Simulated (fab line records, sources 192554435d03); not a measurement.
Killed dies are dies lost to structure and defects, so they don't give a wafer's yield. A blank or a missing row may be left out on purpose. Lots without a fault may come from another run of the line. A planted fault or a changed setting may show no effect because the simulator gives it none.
A struck lot beside a sound one | flow n5_finfet | 19 steps out of a route of 1938
Sound: wafers L913.1, L913.3, L913.5. Struck: wafers L933.1, L933.2, L933.4. The cause comes at the end.
At each step with rows: each side's tool, then ch and its chambers, then its first start. Under that, the readings that differ: sound wafers | struck wafers | difference of the means | sigmas: that difference in standard deviations of wafers without a fault.
alike: readings whose means differ by less than 2 such deviations, and words and numbers that are the same on both sides. not compared: withheld readings, readings that some wafer has no value for, bounds like >300 that may hide the same value, and numbers for which the record gives no deviation and whose values overlap.
The two part at a step that has a row with sigmas, a row that says differs or no value, or rows on one side only. Numbers that don't overlap but have no deviation are shown without sigmas and don't part them. A reading that every wafer of one side lacks parts them only if that side has two wafers or more.

N5_BEOL_M10_ETCH_61: etches SiARC in CF4, target depth 39 nm, time 65 s.
  sound on rie_diel-04 ch 2,3, day 9 17:25; struck on rie_diel-04 ch 2,3, day 16 02:11
  alike: drypump_motor_current_A, etch_rf_on_time_s, oes_product_au, rf_vpp_V, showerhead_plenum_p_Torr, throttle_valve_pct
  not compared: rf_hours_counter_h
N5_BEOL_M10_ETCH_62: etches SOC in N2/H2, target depth 110 nm, overetch 22 nm, time 165 s.
  sound on rie_diel-04 ch 2,3, day 9 17:29; struck on rie_diel-04 ch 2,3, day 16 02:14
  alike: drypump_motor_current_A, oes_product_au, rf_vpp_V, showerhead_plenum_p_Torr, temp_c, throttle_valve_pct
  not compared: rf_hours_counter_h
then, 1 step without rows for these wafers: N5_BEOL_M10_STRIP_68 (strips in N2/H2).
N5_BEOL_M10_STRIP_67: strips in CF4.
  sound on rie_diel-04 ch 2,3, day 9 17:43; struck on rie_diel-04 ch 2,3, day 16 02:23
  alike: bias_power_w, drypump_motor_current_A, oes_product_au, rf_vpp_V, showerhead_plenum_p_Torr, throttle_valve_pct
  not compared: rf_hours_counter_h
N5_BEOL_M10_HM_OPEN_17: chemistry Cl2/BCl3, target TiN, target depth 20 nm, overetch 6 nm.
  sound on rie_metal-03 ch 0,1, day 9 17:46; struck on rie_metal-03 ch 0,1, day 16 02:26
  alike: drypump_motor_current_A, oes_product_au, throttle_valve_pct
  not compared: rf_hours_counter_h
N5_BEOL_M10_STRIP_19: strips in O2.
  sound on rie_diel-06 ch 1,2,3, day 9 17:59; struck on rie_diel-06 ch 0,1, day 16 02:32
  alike: drypump_motor_current_A, o2_flow_sccm, oes_product_au, rf_vpp_V, showerhead_plenum_p_Torr, temp_c, throttle_valve_pct
  not compared: rf_hours_counter_h
N5_BEOL_M10_CD_MEAS_18: pitch 140 nm, target cd 70 nm.
  sound on cd_sem-01, day 9 18:03; struck on cd_sem-01, day 16 02:37
  alike: cd_nm
then, 5 steps without rows for these wafers: N5_BEOL_M10_COAT_63 (time 60 s, resist thk 100 nm); N5_BEOL_M10_COAT_64 (time 60 s, resist thk 30 nm); N5_BEOL_M10_COAT_22 (resist thk 90 nm); N5_BEOL_M10_EBR_24; N5_BEOL_M10_SOFTBAKE_23 (time 60 s).
N5_BEOL_M10_EXPOSE_25: exposes mask V9.
  sound on arfi_scanner-01 ch 0, day 9 20:21; struck on arfi_scanner-03 ch 0, day 16 03:25
  reading                          | sound          | struck | difference | sigmas
  model.BEOL_M10.overlay_x_nm (nm) | -0.4 -0.4 -0.4 | 8 8 8  | +8         |
  alike: mask
then, 2 steps without rows for these wafers: N5_BEOL_M10_PEB_26 (peb time 60 s); N5_BEOL_M10_DEVELOP_27 (develop time 30 s).
N5_BEOL_M10_CD_MEAS_28: target cd 70 nm.
  sound on cd_sem-02 ch 0, day 9 20:29; struck on cd_sem-01 ch 0, day 16 03:33
  alike: cd_nm
N5_BEOL_M10_OVL_MEAS_29:
  sound on overlay-01 ch 0, day 9 20:31; struck on overlay-02 ch 0, day 16 03:35
  reading     | sound        | struck      | difference | sigmas
  V9_OVL (nm) | -0.7 0.1 0.6 | 8.0 7.9 7.9 | +7.9       | +12
N5_BEOL_M10_INSPECT_30: inspects for defects (brightfield).
  sound on defect_inspect-01, day 9 20:32; struck on defect_inspect-01, day 16 03:37
  alike: raw_defect_count
then, 1 step without rows for these wafers: N5_PASSIVATION_PROBE_49.

WHERE THEY PART
Only at N5_BEOL_M10_OVL_MEAS_29, within this record. Later steps at which nothing parts them and some readings are alike: N5_BEOL_M10_INSPECT_30.

WHY: what the simulator had put in
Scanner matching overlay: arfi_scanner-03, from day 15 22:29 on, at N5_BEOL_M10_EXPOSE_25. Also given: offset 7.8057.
